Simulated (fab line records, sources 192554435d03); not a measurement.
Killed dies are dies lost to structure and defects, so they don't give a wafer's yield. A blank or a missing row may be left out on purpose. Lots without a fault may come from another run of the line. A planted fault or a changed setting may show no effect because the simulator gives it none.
Which tool did it? | flow n5_finfet | 24 lots, 72 wafers sampled, at 1 step of a route of 1938

WHAT THE GAUGES READ, wafer by wafer
N5_BEOL_M2_CD_MEAS_28: target cd 26.2 nm, target cd y 24.1 nm.
lot  | measured     | on        | cd_nm (nm)
L074 | day 6 18:55  | cd_sem-01 | 26.04 26.11 25.85
L075 | day 6 20:20  | cd_sem-01 | 25.90 26.40 26.29
L077 | day 7 00:56  | cd_sem-02 | 26.04 26.35 25.79
L076 | day 7 01:26  | cd_sem-03 | 26.51 26.09 26.13
L078 | day 7 11:54  | cd_sem-02 | 26.20 26.01 26.41
L079 | day 7 19:31  | cd_sem-02 | 26.02 26.24 25.90
L080 | day 8 05:06  | cd_sem-01 | 26.17 26.01 26.21
L081 | day 8 07:28  | cd_sem-01 | 26.19 26.34 26.29
L082 | day 8 11:41  | cd_sem-01 | 25.86 25.97 26.02
L083 | day 8 20:32  | cd_sem-03 | 25.99 26.15 26.02
L084 | day 9 07:22  | cd_sem-01 | 25.97 26.01 26.21
L085 | day 9 08:29  | cd_sem-02 | 25.93 25.97 26.55
L086 | day 9 21:01  | cd_sem-03 | 25.92 25.81 25.86
L088 | day 10 01:19 | cd_sem-01 | 25.95 26.20 26.12
L087 | day 10 01:41 | cd_sem-02 | 26.59 26.26 25.83
L089 | day 10 10:13 | cd_sem-01 | 26.39 26.12 26.43
L090 | day 10 13:40 | cd_sem-01 | 26.28 26.04 26.22
L091 | day 11 00:16 | cd_sem-02 | 26.18 26.53 26.32
L092 | day 11 05:58 | cd_sem-02 | 26.20 26.35 26.02
L093 | day 11 11:22 | cd_sem-03 | 26.25 26.77 26.42
L094 | day 11 11:47 | cd_sem-03 | 26.14 26.29 25.76
L095 | day 12 00:15 | cd_sem-01 | 26.44 26.31 26.32
L096 | day 12 05:05 | cd_sem-01 | 26.07 26.28 26.36
L097 | day 12 11:49 | cd_sem-01 | 26.36 26.23 26.38

WHICH TOOL RAN EACH LOT (tool, then ch and the chambers of the sampled wafers, then the start)
The record holds no process step before these readings.

WHAT THE TOOLS THEMSELVES READ (means of the sampled wafers that have a number; where no wafer has one, the mark that the record gives instead)
The record holds no such reading with a usual standard deviation.

THE ANSWER, worked out from the rows above alone
Rule: what is usual is taken from the lots themselves. Put in order of their means at a reading, lots are off if they are a third of the lots or fewer, leave a main group of 4 or more, and stand apart from it by a gap of 3 or more times the standard deviation of the main group's means; of several such gaps the widest counts. A main group whose means are all the same, to the digits that the tables above print for the reading, isn't used. A lot without any number at a reading at which 4 lots or more have one is off too. The other lots that the step has rows for count as sound. The gauges are gone through in route order, then the tools' own readings, and for those a lot's mean is taken as printed above. The first step at which some lot is off is used, and at that step the reading that is off furthest; a lot without a number counts as furthest.
No lot is off at any reading shown: from this, nothing can be told.

WHAT THE SIMULATOR HAD PUT IN
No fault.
